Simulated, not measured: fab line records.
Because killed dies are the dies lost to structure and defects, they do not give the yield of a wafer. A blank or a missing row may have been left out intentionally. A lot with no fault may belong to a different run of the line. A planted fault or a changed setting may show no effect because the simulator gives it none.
Chamber matching ; flow n5-finfet ; 4 sister chambers for N5_DUMMY_GATE_ETCH_23 on rie-si-01
The step etches poly-Si in HBr/Cl2/O2, target depth 41 nm, time 22.3 s. 22 wafers are shown with their chamber, then 11 later ones without.

## EACH WAFER AND ITS CHAMBER
wafer;chamber;throttle-valve-pct (%);drypump-motor-current-A (A);oes-product-au (a.u.)
L075.1;3;37.4;6.4;1.024
L075.4;1;37.4;6.7;0.987
L075.6;3;37.4;6.4;1.031
L077.4;3;37.4;6.4;1.031
L077.5;0;37.3;6.3;0.995
L077.6;1;37.4;6.7;0.991
L078.2;3;37.4;6.4;1.035
L078.4;2;37.7;6.0;1.003
L078.5;0;37.3;6.3;0.979
L081.2;1;37.4;6.6;1.001
L081.3;3;37.4;6.4;1.026
L081.5;0;37.2;6.3;0.990
L082.1;0;37.3;6.4;0.984
L082.2;1;37.4;6.7;0.998
L082.3;2;37.7;6.0;0.993
L082.4;3;37.4;6.4;1.026
L082.5;2;37.7;6.0;1.002
L082.6;3;37.4;6.3;1.025
L084.1;2;37.7;6.0;1.000
L084.4;0;37.3;6.3;0.999
L084.6;0;37.2;6.3;0.995
L085.1;3;37.4;6.3;1.022

SIGNATURES (means of the wafers above)
reading;chamber 0;chamber 1;chamber 2;chamber 3;scatter within a chamber
throttle-valve-pct;37.267;37.400;37.700;37.400;0.0272
drypump-motor-current-A;6.317;6.675;6.000;6.375;0.0414
oes-product-au;0.99033;0.99425;0.99950;1.02750;0.0058
Rule: a wafer's distance from a chamber is the root of the sum, over the readings, of the square of ((its reading less the chamber's mean) divided by the reading's scatter). If the next closest chamber is less than 2 further off than the closest, the wafer can't be placed; otherwise it belongs to the closest. The scatter: the root of (the sum of the squares of (reading less its chamber's mean) over the shown wafers, divided by (wafers less chambers)).

## WAFERS WHOSE CHAMBER IS MISSING
wafer;throttle-valve-pct (%);drypump-motor-current-A (A);oes-product-au (a.u.)
L085.2;37.7;6.0;0.993
L085.3;37.3;6.3;1.001
L087.2;37.4;6.7;0.998
L087.3;37.3;6.3;1.005
L087.4;37.7;6.1;1.010
L092.1;37.4;6.4;1.037
L092.2;37.4;6.7;0.991
L092.3;37.2;6.3;1.008
L092.4;37.7;6.0;0.997
L092.5;37.4;6.6;0.992
L092.6;37.7;6.0;1.004

## WHICH CHAMBER EACH ONE RAN IN
wafer;from the rows above;in truth
L085.2;2;2
L085.3;0;0
L087.2;1;1
L087.3;0;0
L087.4;2;2
L092.1;3;3
L092.2;1;1
L092.3;0;0
L092.4;2;2
L092.5;1;1
L092.6;2;2
Correct placement for 11 of the 11. Number that these rows cannot place: 0. Number placed wrongly: 0.
